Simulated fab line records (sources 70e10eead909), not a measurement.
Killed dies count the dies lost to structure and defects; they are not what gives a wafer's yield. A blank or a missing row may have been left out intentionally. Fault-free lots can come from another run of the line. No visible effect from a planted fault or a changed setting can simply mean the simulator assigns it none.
fab line records	flow nand_harc
record lots=24	wafers=72	last_day=33
route steps=1302 shown P_STI@92 P_GATE@149 P_CONTACT@249
lots that met no fault: from a run of the same line without faults
start_h: hours from the record's opening day to when the first of the lot's shown wafers began	wait_h: hours from the lot's prior step to this one	" identical to the entry in the row above	L1.1+2: a single row standing in for several wafers	- no value, or no start given	* or withheld: withheld	< > ~ a bound
route shown NAME@n: names a module that has steps shown in the file, with the first one's number in the route	usual: average and standard deviation across the fault-free wafers	same: alike in all rows	chamber/n: place in a boat	sites: readings site by site	_std_site: standard deviation of those values	_edge_site: the outer-site mean with the inner-site mean subtracted	radius_mm: how far each site lies from the wafer's centre	mask NAME#n: copy n	behind: the last tool/chamber to shape the wafer	hold: reason for holding the lot/hours on hold/outcome of the hold	device: transistor that didn't switch, given as n, p or np	end of line: the same wafers' tests at the end of the route	a step with no rows: only its recipe	killed: the dies lost at the first sort to structure and to defects; this is not the yield of the wafer	map: shows each die of a wafer: x if killed, . if not, _ if none is there
set.NAME: the setting as run; set.NAME@STEP: as run at that earlier step	model.NAME: the simulator's own value behind a step, which no gauge read
route steps across a sampled set of lots; one table per step, one row per wafer
services: from which hour (start_h, from the record's first day; less than 0 if before it) a tool's chamber was out of use, for how many hours, and why
## steps
# step NHARC_P_STI_OCD_MEAS_17
# usual trench_depth_nm=298/6.4	trench_foot_cd_nm=158/3.1
lot.wafer	tool	chamber	start_h	wait_h	trench_depth_nm	trench_foot_cd_nm
L075.1	ocd-02	-	50.05	0.1	297	153
L075.2	"	-	"	"	289	156
L075.6	"	-	"	"	293	155
L074.1	ocd-01	-	50.21	0.1	303	158
L074.2	"	-	"	"	297	159
L074.5	"	-	"	"	299	153
L076.1	ocd-02	-	64.79	0.1	302	159
L076.2	"	-	"	"	298	159
L076.3	"	-	"	"	295	157
L077.1	ocd-02	-	73.07	0.1	297	155
L077.2	"	-	"	"	301	156
L077.6	"	-	"	"	302	157
L078.2	ocd-01	-	82.96	0.1	294	158
L078.3	"	-	"	"	293	157
L078.6	"	-	"	"	296	158
L079.2	ocd-02	-	94.43	0.1	300	157
L079.4	"	-	"	"	298	162
L079.5	"	-	"	"	299	158
L080.1	ocd-02	-	103.64	0.1	294	156
L080.2	"	-	"	"	288	164
L080.3	"	-	"	"	298	158
L081.2	ocd-02	-	113.07	0.1	301	162
L081.3	"	-	"	"	297	159
L081.4	"	-	"	"	305	153
L082.1	ocd-01	-	127.19	0.1	289	162
L082.2	"	-	"	"	295	158
L082.5	"	-	"	"	290	164
L083.3	ocd-02	-	133.49	0.1	290	162
L083.4	"	-	"	"	293	158
L083.6	"	-	"	"	299	155
L084.4	ocd-02	-	142.60	0.1	303	159
L084.5	"	-	"	"	289	163
L084.6	"	-	"	"	305	158
L085.2	ocd-02	-	153.88	0.1	288	151
L085.5	"	-	"	"	288	156
L085.6	"	-	"	"	292	156
L087.1	ocd-02	-	170.32	0.1	296	157
L087.4	"	-	"	"	284	157
L087.6	"	-	"	"	299	158
L086.3	ocd-01	-	170.49	0.1	301	156
L086.4	"	-	"	"	289	157
L086.5	"	-	"	"	291	154
L088.3	ocd-01	-	184.99	0.1	298	159
L088.5	"	-	"	"	312	156
L088.6	"	-	"	"	300	153
L089.2	ocd-01	-	194.04	0.1	304	159
L089.5	"	-	"	"	296	160
L089.6	"	-	"	"	307	153
L090.1	ocd-01	-	204.65	0.1	290	158
L090.2	"	-	"	"	296	161
L090.4	"	-	"	"	305	162
L091.1	ocd-02	-	212.69	0.1	307	159
L091.3	"	-	"	"	296	157
L091.4	"	-	"	"	304	151
L092.1	ocd-01	-	223.40	0.1	313	157
L092.4	"	-	"	"	306	160
L092.5	"	-	"	"	296	157
L093.1	ocd-02	-	234.17	0.1	295	163
L093.2	"	-	"	"	298	162
L093.4	"	-	"	"	310	156
L094.3	ocd-01	-	243.74	0.1	303	156
L094.4	"	-	"	"	303	158
L094.6	"	-	"	"	300	161
L095.1	ocd-02	-	254.69	0.1	293	163
L095.2	"	-	"	"	304	156
L095.4	"	-	"	"	300	156
L096.2	ocd-02	-	265.56	0.1	298	163
L096.3	"	-	"	"	297	160
L096.6	"	-	"	"	302	154
L097.2	ocd-02	-	275.20	0.1	292	160
L097.3	"	-	"	"	306	159
L097.4	"	-	"	"	297	158
# step NHARC_P_GATE_ETCH_32
# recipe target_depth_a=1500	over_etch_frac=1	over_etch_ion_energy_ev=40	time_s=100.1	hbr_flow_sccm=150	cl2_flow_sccm=50	rf_w=400	icp_w=400	bias_w=100	chemistry=HBr/Cl2
# usual drypump_motor_current_A=5.8/0.37	oes_product_au=1.007/0.015	throttle_valve_pct=26.406/0.01
lot.wafer	tool	chamber	start_h	wait_h	drypump_motor_current_A	oes_product_au	rf_hours_counter_h	throttle_valve_pct
L075.1	rie_si-04	0	102.05	-	5.9	1.020	0.71	26.383
L075.2	"	2	"	"	6.6	1.001	0.77	26.412
L075.6	"	1	"	"	5.2	0.984	-	26.422
L074.1	rie_si-03	0	102.29	-	5.7	0.976	0.28	26.404
L074.2	"	1	"	"	5.9	0.991	0.33	26.426
L074.5	"	1	"	"	6.0	0.997	-	26.413
L076.3	rie_si-04	1	117.86	-	5.1	0.998	0.86	26.415
L076.1	"	3	"	"	5.7	0.991	0.83	26.410
L076.2	"	0	"	"	5.8	1.025	0.82	26.406
L077.1	rie_si-06	1	124.98	-	5.9	1.014	0.16	26.407
L077.2	"	2	"	"	5.8	1.020	0.14	26.396
L077.6	"	0	"	"	5.7	1.017	-	26.409
L078.3	rie_si-06	2	133.92	-	5.8	1.021	0.19	26.415
L078.2	"	0	"	"	5.7	1.000	0.34	26.412
L078.6	"	2	"	"	5.8	1.018	-	26.412
L079.2	rie_si-06	0	147.87	-	5.7	0.997	0.42	26.397
L079.4	"	2	"	"	5.8	1.029	0.32	26.408
L079.5	"	0	"	"	5.7	1.004	-	26.412
L080.1	rie_si-06	2	152.30	-	5.8	1.024	0.36	26.409
L080.2	"	3	"	"	6.2	0.997	0.45	26.413
L080.3	"	1	"	"	5.9	1.002	0.42	26.406
L081.3	rie_si-04	1	164.03	-	5.1	0.988	1.12	26.395
L081.2	"	2	"	"	6.6	1.002	1.03	26.401
L081.4	"	3	"	"	5.7	0.998	1.07	26.418
L082.2	rie_si-06	2	177.78	-	5.8	1.030	0.54	26.390
L082.1	"	0	"	"	5.7	1.040	0.67	26.398
L082.5	"	3	"	"	6.2	1.006	-	26.395
L083.4	rie_si-06	1	185.00	-	5.9	1.008	0.57	26.388
L083.3	"	2	"	"	5.8	1.027	0.62	26.410
L083.6	"	3	"	"	6.1	1.007	-	26.420
L084.4	rie_si-06	3	198.85	-	6.2	1.003	0.90	26.400
L084.5	"	0	"	"	5.7	1.028	-	26.400
L084.6	"	1	"	"	5.8	1.012	-	26.426
L085.2	rie_si-04	2	206.97	-	6.6	1.012	0.14	26.398
L085.5	"	0	"	"	5.8	1.014	-	26.403
L085.6	"	1	"	"	5.1	0.996	-	26.393
L087.1	rie_si-06	0	226.90	-	5.7	1.039	1.09	26.427
L087.4	"	1	"	"	5.9	1.013	0.93	26.417
L087.6	"	3	"	"	6.2	1.000	-	26.411
L086.4	rie_si-04	0	227.53	-	5.8	1.027	0.32	26.412
L086.3	"	3	"	"	5.7	1.016	0.25	26.408
L086.5	"	0	"	"	5.8	1.031	-	26.416
L088.3	rie_si-04	2	241.10	-	6.6	1.014	0.34	26.409
L088.5	"	2	"	"	6.6	1.013	-	26.399
L088.6	"	3	"	"	5.7	0.999	-	26.403
L089.2	rie_si-06	2	241.27	-	5.8	1.024	0.97	26.420
L089.5	"	1	"	"	5.8	1.022	-	26.402
L089.6	"	2	"	"	5.8	1.028	-	26.411
L090.4	rie_si-04	1	256.40	-	5.1	0.983	0.57	26.416
L090.2	"	2	"	"	6.6	1.001	0.50	26.396
L090.1	"	0	"	"	5.8	1.021	0.57	26.399
L091.4	rie_si-03	0	264.14	-	5.7	0.982	0.26	26.406
L091.1	"	2	"	"	5.2	1.010	0.17	26.409
L091.3	"	3	"	"	5.1	0.993	0.22	26.397
L092.1	rie_si-04	3	274.32	-	5.7	0.994	0.58	26.404
L092.4	"	1	"	"	5.1	0.988	0.73	26.399
L092.5	"	2	"	"	6.6	1.004	-	26.400
L093.4	rie_si-04	0	284.37	-	5.9	1.022	0.75	26.389
L093.2	"	1	"	"	5.2	1.009	0.82	26.386
L093.1	"	2	"	"	6.6	1.019	0.75	26.404
L094.4	rie_si-03	3	299.18	-	5.1	0.984	0.34	26.405
L094.3	"	2	"	"	5.2	1.023	0.29	26.408
L094.6	"	0	"	"	5.7	0.970	-	26.409
L095.2	rie_si-06	2	303.47	-	5.8	1.013	0.22	26.411
L095.1	"	3	"	"	6.2	1.023	0.25	26.404
L095.4	"	2	"	"	5.8	1.012	-	26.420
L096.3	rie_si-06	0	318.42	-	5.7	0.984	0.31	26.435
L096.2	"	2	"	"	5.8	1.007	0.37	26.405
L096.6	"	3	"	"	6.2	1.002	-	26.420
L097.3	rie_si-06	2	325.40	-	5.8	1.020	0.41	26.401
L097.2	"	3	"	"	6.1	1.012	0.48	26.420
L097.4	"	1	"	"	5.9	0.996	0.41	26.398
# step NHARC_P_GATE_CD_MEAS_46
# recipe target_cd_nm=720	landing_energy_ev=500
# usual cd_nm=720.3/2.4
lot.wafer	tool	chamber	start_h	wait_h	cd_nm
L075.1	cd_sem-02	0	113.23	-	724.7
L075.2	"	0	"	"	723.1
L075.6	"	0	"	"	718.6
L074.1	cd_sem-03	0	113.67	-	723.6
L074.2	"	0	"	"	721.8
L074.5	"	0	"	"	719.5
L076.1	cd_sem-02	0	129.35	-	721.0
L076.2	"	0	"	"	720.2
L076.3	"	0	"	"	721.5
L077.1	cd_sem-01	0	136.35	-	723.3
L077.2	"	0	"	"	718.0
L077.6	"	0	"	"	720.5
L078.2	cd_sem-03	0	145.20	-	721.6
L078.3	"	0	"	"	724.6
L078.6	"	0	"	"	720.1
L079.2	cd_sem-02	0	159.04	-	718.2
L079.4	"	0	"	"	722.1
L079.5	"	0	"	"	717.1
L080.1	cd_sem-03	0	163.78	-	720.9
L080.2	"	0	"	"	720.3
L080.3	"	0	"	"	722.0
L081.2	cd_sem-03	0	175.32	-	723.8
L081.3	"	0	"	"	722.8
L081.4	"	0	"	"	724.2
L082.1	cd_sem-03	0	189.05	-	722.0
L082.2	"	0	"	"	720.1
L082.5	"	0	"	"	716.5
L083.3	cd_sem-01	0	196.27	-	719.9
L083.4	"	0	"	"	718.2
L083.6	"	0	"	"	716.2
L084.4	cd_sem-03	0	210.06	-	725.8
L084.5	"	0	"	"	720.1
L084.6	"	0	"	"	719.9
L085.2	cd_sem-01	0	218.22	-	716.1
L085.5	"	0	"	"	716.1
L085.6	"	0	"	"	720.0
L087.1	cd_sem-01	0	238.09	-	718.4
L087.4	"	0	"	"	717.0
L087.6	"	0	"	"	718.2
L086.3	cd_sem-03	0	238.95	-	720.6
L086.4	"	0	"	"	718.7
L086.5	"	0	"	"	722.8
L088.3	cd_sem-02	0	252.33	-	718.0
L088.5	"	0	"	"	718.6
L088.6	"	0	"	"	721.0
L089.2	cd_sem-01	0	252.66	-	720.5
L089.5	"	0	"	"	718.5
L089.6	"	0	"	"	717.8
L090.1	cd_sem-03	0	267.54	-	722.1
L090.2	"	0	"	"	719.2
L090.4	"	0	"	"	720.2
L091.1	cd_sem-01	0	275.52	-	721.9
L091.3	"	0	"	"	718.0
L091.4	"	0	"	"	721.3
L092.1	cd_sem-03	0	285.63	-	722.9
L092.4	"	0	"	"	722.9
L092.5	"	0	"	"	721.4
L093.1	cd_sem-03	0	295.67	-	723.1
L093.2	"	0	"	"	720.3
L093.4	"	0	"	"	721.7
L094.3	cd_sem-03	0	310.49	-	717.0
L094.4	"	0	"	"	722.3
L094.6	"	0	"	"	723.0
L095.1	cd_sem-03	0	314.74	-	720.6
L095.2	"	0	"	"	720.1
L095.4	"	0	"	"	722.5
L096.2	cd_sem-03	0	329.58	-	724.2
L096.3	"	0	"	"	716.6
L096.6	"	0	"	"	721.4
L097.2	cd_sem-02	0	336.51	-	720.2
L097.3	"	0	"	"	720.9
L097.4	"	0	"	"	723.4
# step NHARC_P_GATE_DEGAS_109
# recipe temp_c=300	time_s=60
# usual heater_power_w=471/38
lot.wafer	tool	chamber	start_h	wait_h	heater_power_w
L075.2	pvd_sputter-01	-	118.76	0.1	475
L075.1	"	-	"	"	519
L075.6	"	-	"	"	524
L074.2	pvd_sputter-02	-	119.31	0.1	490
L074.1	"	-	"	"	452
L074.5	"	-	"	"	431
L076.2	pvd_sputter-03	-	134.88	0.1	527
L076.3	"	-	"	"	445
L076.1	"	-	"	"	439
L077.2	pvd_sputter-02	-	142.25	0.1	460
L077.1	"	-	"	"	438
L077.6	"	-	"	"	426
L078.2	pvd_sputter-03	-	150.89	0.1	520
L078.3	"	-	"	"	436
L078.6	"	-	"	"	433
L079.2	pvd_sputter-03	-	164.52	0.1	440
L079.4	"	-	"	"	514
L079.5	"	-	"	"	444
L080.1	pvd_sputter-02	-	169.29	0.1	448
L080.2	"	-	"	"	459
L080.3	"	-	"	"	435
L081.3	pvd_sputter-02	-	180.95	0.1	474
L081.2	"	-	"	"	447
L081.4	"	-	"	"	432
L082.2	pvd_sputter-02	-	194.51	0.1	449
L082.1	"	-	"	"	480
L082.5	"	-	"	"	425
L083.4	pvd_sputter-01	-	201.72	0.1	472
L083.3	"	-	"	"	472
L083.6	"	-	"	"	494
L084.4	pvd_sputter-01	-	215.66	0.1	462
L084.6	"	-	"	"	515
L084.5	"	-	"	"	474
L085.2	pvd_sputter-03	-	223.64	0.1	412
L085.6	"	-	"	"	515
L085.5	"	-	"	"	404
L087.1	pvd_sputter-02	-	243.72	0.1	456
L087.4	"	-	"	"	431
L087.6	"	-	"	"	432
L086.4	pvd_sputter-02	-	244.57	0.1	450
L086.3	"	-	"	"	479
L086.5	"	-	"	"	447
L088.3	pvd_sputter-03	-	257.98	0.1	503
L088.6	"	-	"	"	416
L088.5	"	-	"	"	520
L089.2	pvd_sputter-02	-	258.25	0.1	444
L089.5	"	-	"	"	434
L089.6	"	-	"	"	450
L090.4	pvd_sputter-02	-	272.99	0.1	446
L090.1	"	-	"	"	423
L090.2	"	-	"	"	447
L091.4	pvd_sputter-02	-	281.08	0.1	457
L091.3	"	-	"	"	436
L091.1	"	-	"	"	478
L092.4	pvd_sputter-01	-	291.17	0.1	462
L092.1	"	-	"	"	506
L092.5	"	-	"	"	486
L093.2	pvd_sputter-01	-	301.12	0.1	483
L093.1	"	-	"	"	538
L093.4	"	-	"	"	489
L094.4	pvd_sputter-01	-	315.94	0.1	477
L094.3	"	-	"	"	523
L094.6	"	-	"	"	532
L095.4	pvd_sputter-01	-	320.19	0.1	480
L095.1	"	-	"	"	538
L095.2	"	-	"	"	490
L096.2	pvd_sputter-01	-	335.05	0.1	481
L096.3	"	-	"	"	525
L096.6	"	-	"	"	516
L097.4	pvd_sputter-01	-	342.43	0.1	495
L097.3	"	-	"	"	485
L097.2	"	-	"	"	539
# step NHARC_P_GATE_RTA_80
# recipe temp_c=300	time_s=30
# usual lamp_power_pct=2.10/0.21	lamp_zone_5_pct=2.10/0.21	wafer_temp_C_max=302.0/0.7
lot.wafer	tool	chamber	start_h	wait_h	lamp_power_pct	lamp_zone_5_pct	wafer_temp_C_max
L075.1	rtp_anneal-01	0	119.05	-	1.89	1.89	302.4
L075.2	"	0	"	"	1.89	1.89	302.6
L075.6	"	0	"	"	1.89	1.89	302.9
L074.1	rtp_anneal-01	0	119.59	-	1.89	1.89	301.7
L074.2	"	0	"	"	1.89	1.89	301.9
L074.5	"	0	"	"	1.89	1.89	301.9
L076.1	rtp_anneal-02	0	135.18	-	2.31	2.31	301.5
L076.2	"	0	"	"	2.31	2.31	301.8
L076.3	"	0	"	"	2.31	2.31	301.2
L077.1	rtp_anneal-02	0	142.57	-	2.30	2.30	300.9
L077.2	"	0	"	"	2.30	2.30	301.5
L077.6	"	0	"	"	2.30	2.30	301.1
L078.2	rtp_anneal-01	0	151.21	-	1.89	1.89	302.9
L078.3	"	0	"	"	1.89	1.89	302.3
L078.6	"	0	"	"	1.89	1.89	303.1
L079.2	rtp_anneal-02	0	164.87	-	2.31	2.31	301.4
L079.4	"	0	"	"	2.31	2.31	301.8
L079.5	"	0	"	"	2.31	2.31	301.5
L080.1	rtp_anneal-02	0	169.59	-	2.31	2.31	301.1
L080.2	"	0	"	"	2.31	2.31	301.5
L080.3	"	0	"	"	2.31	2.31	301.0
L081.2	rtp_anneal-01	0	181.28	-	1.89	1.89	302.1
L081.3	"	0	"	"	1.89	1.89	302.9
L081.4	"	0	"	"	1.89	1.89	302.1
L082.1	rtp_anneal-02	0	194.83	-	2.31	2.30	301.7
L082.2	"	0	"	"	2.30	2.30	301.6
L082.5	"	0	"	"	2.31	2.30	301.0
L083.3	rtp_anneal-01	0	202.10	-	1.89	1.89	302.9
L083.4	"	0	"	"	1.89	1.89	302.0
L083.6	"	0	"	"	1.89	1.89	302.8
L084.4	rtp_anneal-01	0	216.03	-	1.89	1.89	302.3
L084.5	"	0	"	"	1.89	1.89	302.9
L084.6	"	0	"	"	1.89	1.89	302.7
L085.2	rtp_anneal-01	0	223.96	-	1.89	1.88	302.1
L085.5	"	0	"	"	1.89	1.89	302.8
L085.6	"	0	"	"	1.89	1.89	303.6
L087.1	rtp_anneal-02	0	244.01	-	2.30	2.30	301.1
L087.4	"	0	"	"	2.30	2.30	301.2
L087.6	"	0	"	"	2.31	2.30	301.5
L086.3	rtp_anneal-02	0	244.92	-	2.31	2.31	301.2
L086.4	"	0	"	"	2.31	2.31	302.0
L086.5	"	0	"	"	2.31	2.31	301.6
L088.3	rtp_anneal-01	0	258.33	-	1.89	1.89	302.9
L088.5	"	0	"	"	1.88	1.89	303.2
L088.6	"	0	"	"	1.89	1.89	302.6
L089.2	rtp_anneal-02	0	258.57	-	2.31	2.31	301.3
L089.5	"	0	"	"	2.31	2.30	301.8
L089.6	"	0	"	"	2.30	2.31	301.3
L090.1	rtp_anneal-01	0	273.30	-	1.89	1.89	301.9
L090.2	"	0	"	"	1.89	1.89	302.3
L090.4	"	0	"	"	1.89	1.89	303.0
L091.1	rtp_anneal-02	0	281.38	-	2.30	2.31	301.5
L091.3	"	0	"	"	2.31	2.31	301.9
L091.4	"	0	"	"	2.30	2.31	301.7
L092.1	rtp_anneal-02	0	291.56	-	2.30	2.31	301.5
L092.4	"	0	"	"	2.30	2.30	301.5
L092.5	"	0	"	"	2.31	2.31	301.1
L093.1	rtp_anneal-01	0	301.42	-	1.89	1.89	302.9
L093.2	"	0	"	"	1.89	1.89	302.8
L093.4	"	0	"	"	1.89	1.89	303.0
L094.3	rtp_anneal-01	0	316.31	-	1.89	1.90	304.0
L094.4	"	0	"	"	1.89	1.89	302.8
L094.6	"	0	"	"	1.89	1.90	302.5
L095.1	rtp_anneal-02	0	320.52	-	2.31	2.31	301.1
L095.2	"	0	"	"	2.31	2.31	301.5
L095.4	"	0	"	"	2.31	2.31	301.7
L096.2	rtp_anneal-02	0	335.40	-	2.31	2.30	301.5
L096.3	"	0	"	"	2.31	2.30	301.0
L096.6	"	0	"	"	2.30	2.30	301.8
L097.2	rtp_anneal-01	0	342.76	-	1.89	1.89	302.6
L097.3	"	0	"	"	1.89	1.89	302.3
L097.4	"	0	"	"	1.89	1.89	302.2
# step NHARC_P_CONTACT_CMP_24
# recipe t_overpolish_s=30	target_thk_nm=200
# usual motor_current_A=12.2/1.7	overpolish_run_s=29.999/0.0092	pad_life_wafers=179/110	retaining_ring_pressure_frac=1.001/0.0051	time_to_endpoint_s=40.1/2.5
lot.wafer	tool	chamber	start_h	wait_h	motor_current_A	overpolish_run_s	pad_life_wafers	retaining_ring_pressure_frac	time_to_endpoint_s
L075.2	cmp-04	3	124.11	0.5	13.1	29.998	43	1.006	42.7
L075.1	"	0	"	"	8.3	29.995	44	1.004	36.4
L075.6	"	3	"	"	12.4	30.008	-	1.013	40.1
L074.1	cmp-03	0	124.82	0.6	15.4	30.005	234	0.995	39.5
L074.2	"	1	"	"	12.4	29.997	235	0.996	40.7
L074.5	"	1	"	"	12.2	30.001	-	0.990	42.2
L076.2	cmp-03	0	140.71	0.8	15.7	29.998	318	0.986	39.0
L076.1	"	1	"	"	12.9	29.989	319	1.005	39.0
L076.3	"	3	"	"	12.8	30.001	321	1.005	39.4
L077.1	cmp-04	1	147.78	0.5	12.2	29.997	114	0.995	45.9
L077.2	"	0	"	"	8.8	29.990	117	1.003	40.2
L077.6	"	1	"	"	11.7	30.000	-	0.998	44.0
L078.2	cmp-04	1	156.64	0.6	11.5	30.000	175	1.002	43.3
L078.3	"	3	"	"	13.0	30.007	177	1.001	46.3
L078.6	"	0	"	"	8.1	29.989	-	0.994	38.0
L079.2	cmp-03	1	169.97	0.6	12.6	30.008	12	0.999	37.6
L079.4	"	3	"	"	14.2	30.007	14	0.998	38.5
L079.5	"	2	"	"	9.9	29.993	-	0.997	38.4
L080.3	cmp-03	0	174.76	0.3	14.7	29.994	42	1.000	38.5
L080.2	"	1	"	"	12.4	30.010	43	0.995	37.6
L080.1	"	3	"	"	12.8	30.003	45	1.002	39.9
L081.4	cmp-02	2	186.91	0.4	11.8	30.000	175	0.999	42.6
L081.3	"	3	"	"	14.0	29.995	176	1.000	41.0
L081.2	"	0	"	"	11.9	29.994	177	0.988	36.1
L082.1	cmp-02	0	200.46	0.5	12.3	29.993	216	1.003	38.6
L082.2	"	3	"	"	14.5	30.006	219	1.009	38.9
L082.5	"	1	"	"	12.4	30.000	-	1.006	45.5
L083.4	cmp-02	2	207.09	0.3	11.9	29.991	236	1.001	45.2
L083.3	"	3	"	"	14.6	29.996	237	1.003	43.0
L083.6	"	1	"	"	11.4	29.987	-	1.002	43.1
L084.4	cmp-02	2	221.13	0.3	11.7	30.000	294	1.009	40.7
L084.5	"	2	"	"	11.0	29.997	-	1.004	41.1
L084.6	"	3	"	"	14.0	29.993	-	1.000	41.1
L085.2	cmp-04	1	229.07	0.6	12.1	30.019	72	1.002	41.7
L085.5	"	1	"	"	11.7	29.994	-	1.012	40.6
L085.6	"	2	"	"	11.2	30.002	-	0.995	39.9
L087.4	cmp-03	2	249.04	0.3	9.3	30.014	373	1.011	35.7
L087.1	"	3	"	"	12.7	30.002	374	0.997	36.2
L087.6	"	2	"	"	9.7	30.011	-	1.001	38.4
L086.4	cmp-02	1	250.09	0.4	11.4	30.000	49	1.006	46.0
L086.3	"	2	"	"	11.7	30.005	50	0.994	41.8
L086.5	"	1	"	"	11.8	29.988	-	1.006	41.5
L088.3	cmp-04	0	263.48	0.4	8.3	30.002	224	0.997	37.0
L088.5	"	2	"	"	10.7	30.004	-	0.992	36.9
L088.6	"	3	"	"	12.0	30.012	-	1.002	38.1
L089.2	cmp-02	3	263.93	0.5	14.0	29.999	90	1.006	44.3
L089.5	"	3	"	"	13.9	29.988	-	1.009	41.2
L089.6	"	0	"	"	12.3	29.994	-	1.000	39.4
L090.4	cmp-02	1	279.02	0.5	11.6	30.007	151	1.007	41.2
L090.1	"	2	"	"	11.1	29.994	152	0.993	38.8
L090.2	"	3	"	"	13.7	29.998	153	0.994	43.1
L091.3	cmp-03	1	286.37	0.4	12.6	29.991	78	0.999	39.8
L091.1	"	3	"	"	13.7	30.013	80	1.001	41.9
L091.4	"	0	"	"	15.3	29.987	81	1.003	38.5
L092.4	cmp-03	3	296.72	0.4	13.6	30.005	126	1.001	39.3
L092.1	"	2	"	"	9.6	30.009	129	1.004	40.5
L092.5	"	0	"	"	15.1	29.999	-	0.997	38.0
L093.1	cmp-04	3	306.47	0.5	12.7	30.021	420	0.998	41.2
L093.4	"	0	"	"	8.7	30.003	421	0.996	37.2
L093.2	"	2	"	"	11.8	29.997	423	1.001	38.9
L094.3	cmp-03	1	321.76	0.3	12.7	30.002	222	0.995	36.9
L094.4	"	0	"	"	15.1	29.991	225	1.004	36.3
L094.6	"	1	"	"	12.9	30.005	-	1.000	36.3
L095.2	cmp-03	3	325.92	0.5	13.3	30.012	246	0.998	36.0
L095.1	"	1	"	"	12.8	30.000	248	0.999	35.5
L095.4	"	2	"	"	9.5	30.003	249	0.996	36.9
L096.3	cmp-02	2	340.50	0.3	11.3	29.992	18	0.998	44.3
L096.2	"	1	"	"	12.0	29.987	21	0.997	45.1
L096.6	"	3	"	"	13.9	29.991	-	1.002	45.0
L097.2	cmp-03	3	347.78	0.5	13.3	30.000	336	1.000	39.0
L097.4	"	1	"	"	12.3	29.997	338	1.008	39.1
L097.3	"	2	"	"	9.8	30.002	339	1.003	38.6
## services
tool	chamber	start_h	hours	kind
pvd_sputter-01	-	85.64	5.4	repair
pvd_sputter-02	-	104.01	10.0	pm
cmp-03	-	106.02	2.8	repair
cmp-02	-	108.56	1.3	repair
rie_si-04	2	114.05	15.1	repair
cmp-02	-	134.62	4.0	pm
cmp-02	-	151.64	5.5	repair
pvd_sputter-01	-	158.12	1.4	repair
cmp-03	-	162.00	4.0	pm
rie_si-04	-	165.00	9.0	pm
pvd_sputter-02	-	169.53	5.6	repair
rie_si-04	3	186.28	2.1	repair
rie_si-04	-	191.64	0.2	repair
cmp-03	-	197.91	0.9	repair
rie_si-04	2	207.71	3.3	repair
pvd_sputter-01	-	226.03	10.0	pm
pvd_sputter-02	-	238.18	2.4	repair
rie_si-06	-	249.00	9.0	pm
cmp-03	-	260.08	4.0	pm
pvd_sputter-02	-	282.01	10.0	pm
rie_si-06	0	300.42	3.3	repair
rie_si-06	0	328.16	6.7	repair
cmp-03	-	337.91	0.4	repair
rie_si-04	-	342.00	9.0	pm
## key
fault none
